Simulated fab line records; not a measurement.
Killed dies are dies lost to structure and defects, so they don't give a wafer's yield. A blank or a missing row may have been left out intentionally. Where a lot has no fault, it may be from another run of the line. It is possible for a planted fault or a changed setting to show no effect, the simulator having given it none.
Chamber matching / flow n5-finfet / N5_BEOL_M12_DEP_53 on pecvd-02 has 3 sister chambers
The step deposits SiCN from 3MS/NH3, target thk 30 nm, time 10.5 s. 3 wafers are shown with their chamber, then 7 later ones without.

== WAFERS WITH THEIR CHAMBER ==
wafer=L085.4; chamber=2; throttle-valve-pct (%)=18.2
wafer=L085.5; chamber=1; throttle-valve-pct (%)=16.5
wafer=L088.4; chamber=0; throttle-valve-pct (%)=18.7

== WAFERS WITHOUT THEIR CHAMBER ==
wafer=L088.5; throttle-valve-pct (%)=18.2
wafer=L089.2; throttle-valve-pct (%)=18.4
wafer=L089.4; throttle-valve-pct (%)=18.3
wafer=L089.5; throttle-valve-pct (%)=18.5
wafer=L095.4; throttle-valve-pct (%)=16.3
wafer=L095.5; throttle-valve-pct (%)=18.3
wafer=L095.6; throttle-valve-pct (%)=18.3

== WHICH CHAMBER EACH ONE RAN IN ==
wafer=L088.5; from the rows above=2; in truth=2
wafer=L089.2; from the rows above=can't be placed: 2 or 0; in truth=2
wafer=L089.4; from the rows above=2; in truth=2
wafer=L089.5; from the rows above=can't be placed: 0 or 2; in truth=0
wafer=L095.4; from the rows above=1; in truth=1
wafer=L095.5; from the rows above=2; in truth=2
wafer=L095.6; from the rows above=2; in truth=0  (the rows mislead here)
Placed correctly: 4 of 7. These rows do not allow placing 2 (true chamber among the candidates in 2). Wrongly placed: 1.
How it was worked out, from the rows above alone: a wafer's distance from a chamber is the root of the sum, over the readings, of the square of ((its reading less the chamber's mean) divided by the reading's scatter). The wafer belongs to the nearest chamber; if the next one is less than 2 further off, it can't be placed. A chamber's mean is the mean of its shown wafers. The scatter: root of mean squared gap, hidden wafer to nearest shown wafer, with one shown wafer a chamber.
